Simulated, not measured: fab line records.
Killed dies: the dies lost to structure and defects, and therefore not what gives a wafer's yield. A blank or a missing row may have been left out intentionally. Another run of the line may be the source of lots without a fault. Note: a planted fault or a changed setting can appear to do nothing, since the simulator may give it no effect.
A lot that was struck, set against a sound lot :: flow n5_finfet :: 36 steps out of a route of 1938
Sound: the wafers L760.2, L760.5, L760.6. Struck: wafer L772.1; the same lot's L772.4 was not struck, so it is left out; see the end for the cause.
Each step with rows lists, per side, the tool, then ch with its chambers, then its first start. Under that, the readings that differ: sound wafers :: struck wafers :: difference of the means :: sigmas: that difference in standard deviations of wafers without a fault.
alike: a reading whose means differ by less than 2 such deviations, as well as words and numbers matching on both sides. not compared: withheld readings; readings where some wafer has no value; bounds like >300 that might hide an equal value; numbers whose values overlap and for which the record gives no deviation.
Wherever a step has rows on one side only, a row that says differs or no value, or a row with sigmas, the two part there. Numbers that have no deviation but don't overlap get no sigmas and don't part them. A reading missing from all wafers of one side parts the sides only when that side holds two or more wafers.

first, 9 steps without rows for these wafers: N5_BEOL_M4_ANNEAL_95 (time 240 s); N5_BEOL_M4_SPUTTER_96 (material Cu, target thk 4.5 nm, time 8.29 s); N5_BEOL_M4_ECD_50 (material Cu, target thk 300 nm); N5_BEOL_M4_ANNEAL_51 (time 90 s); N5_BEOL_M4_CMP_52 (polishes, stops on SiOC, t overpolish 6.8 s, target thk 40 nm); N5_BEOL_M4_PRE_CLEAN_60 (time 15 s); N5_BEOL_M4_CO_CAP_55 (material Co, precursor CCTBA/H2, target thk 2 nm, time 102.1 s); N5_BEOL_M4_PRE_CLEAN_56 (time 15 s); N5_BEOL_M4_DEP_57 (deposits SiCN from 3MS/NH3, target thk 8 nm, time 14 s).
N5_BEOL_M4_RC_MEAS_101:
  sound on prober-02 ch 0, day 9 08:59; struck on prober-02 ch 0, day 12 17:56
  alike: DIBL_N, DIBL_P, IOFF_N, IOFF_P, ION_N, ION_P, SS_N, SS_P, VT_N, VT_P
then, 24 steps without rows for these wafers: N5_BEOL_M5_ILD_DEP_00 (deposits SiCOH lowk from DEMS/porogen, target thk 140.64 nm, time 25.9 s); N5_BEOL_M5_CURE_79 (cures SiCOH lowk, time 240 s); N5_BEOL_M5_PECVD_70 (deposits SiO2 from TEOS/O2, target thk 16 nm, time 18 s); N5_BEOL_M5_HM_DEP_02 (deposits TiN, target thk 20 nm); N5_BEOL_M5_COAT_59 (time 60 s, resist thk 60 nm); N5_BEOL_M5_COAT_60 (time 60 s, resist thk 12 nm); N5_BEOL_M5_COAT_71 (time 60 s, resist thk 5 nm); N5_BEOL_M5_COAT_05 (resist thk 30 nm); N5_BEOL_M5_EBR_07; N5_BEOL_M5_SOFTBAKE_06 (time 60 s); N5_BEOL_M5_EXPOSE_08 (exposes mask M5, target cd 28 nm); N5_BEOL_M5_PEB_09 (peb time 60 s); N5_BEOL_M5_DEVELOP_10 (develop time 30 s); N5_BEOL_M5_DESCUM_16 (chemistry O2, time 7 s); N5_BEOL_M5_ETCH_72 (etches underlayer in N2/H2, target depth 6.5 nm, time 5.2 s); N5_BEOL_M5_ETCH_61 (etches SiARC in CF4, target depth 15.6 nm, time 26 s); N5_BEOL_M5_ETCH_62 (etches SOC in N2/H2, target depth 75 nm, overetch 15 nm, time 112.5 s); N5_BEOL_M5_STRIP_63 (strips in N2/H2); N5_BEOL_M5_STRIP_73 (strips in N2/H2); N5_BEOL_M5_STRIP_64 (strips in CF4); N5_BEOL_M5_HM_OPEN_17 (chemistry Cl2/BCl3, target TiN, target depth 20 nm, overetch 6 nm); N5_BEOL_M5_STRIP_19 (strips in O2); N5_BEOL_M5_COAT_65 (time 60 s, resist thk 60 nm); N5_BEOL_M5_COAT_66 (time 60 s, resist thk 12 nm).
-- the record jumps here: 4 days lie between the struck wafers' starts before and after (it left off in module BEOL_M5 and takes up again in module MIM_TOP, whose first step shown is number 1838 of the route) --
N5_MIM_TOP_SPUTTER_03: material TiN, target thk 35 nm, time 89.7 s.
  sound on pvd_sputter-01 at day 13 11:54; struck on pvd_sputter-01 at day 16 22:06
reading: model.TiN_of_MIM_TOP_SPUTTER_03.thk_nm (nm)
sound: 34.4 34.8 35
struck: 41.4
difference: +6.7
sigmas: 
  alike: throttle_valve_pct
N5_PASSIVATION_PROBE_49:
  sound on prober-02 at day 14 01:02; struck on prober-02 at day 17 09:50
reading: defect_limited_yield (%)
sound: 93.0 93.7 92.8
struck: 0
difference: -93
sigmas: -62

reading: killed_at_other
sound: 7 1 3
struck: 1097
difference: +1093
sigmas: +99 or more

reading: killed_dies
sound: 83 74 85
struck: 1180
difference: +1099
sigmas: +65

reading: killed_on_rim
sound: 10 5 9
struck: 152
difference: +144
sigmas: +33

reading: sort_n_pass
sound: 1097 1106 1095
struck: 0
difference: -1099
sigmas: -61

reading: sort_yield_pct (%)
sound: 93.0 93.7 92.8
struck: 0
difference: -93
sigmas: -62
  alike: killed_at_M0_to_M3, killed_at_M4_up, killed_at_contacts, killed_at_front_end, killed_open, killed_short, sort_bin_5_function, sort_bin_6_memory

== WHERE THEY PART ==
N5_PASSIVATION_PROBE_49 only, going by this record.

WHY: what the simulator had put in
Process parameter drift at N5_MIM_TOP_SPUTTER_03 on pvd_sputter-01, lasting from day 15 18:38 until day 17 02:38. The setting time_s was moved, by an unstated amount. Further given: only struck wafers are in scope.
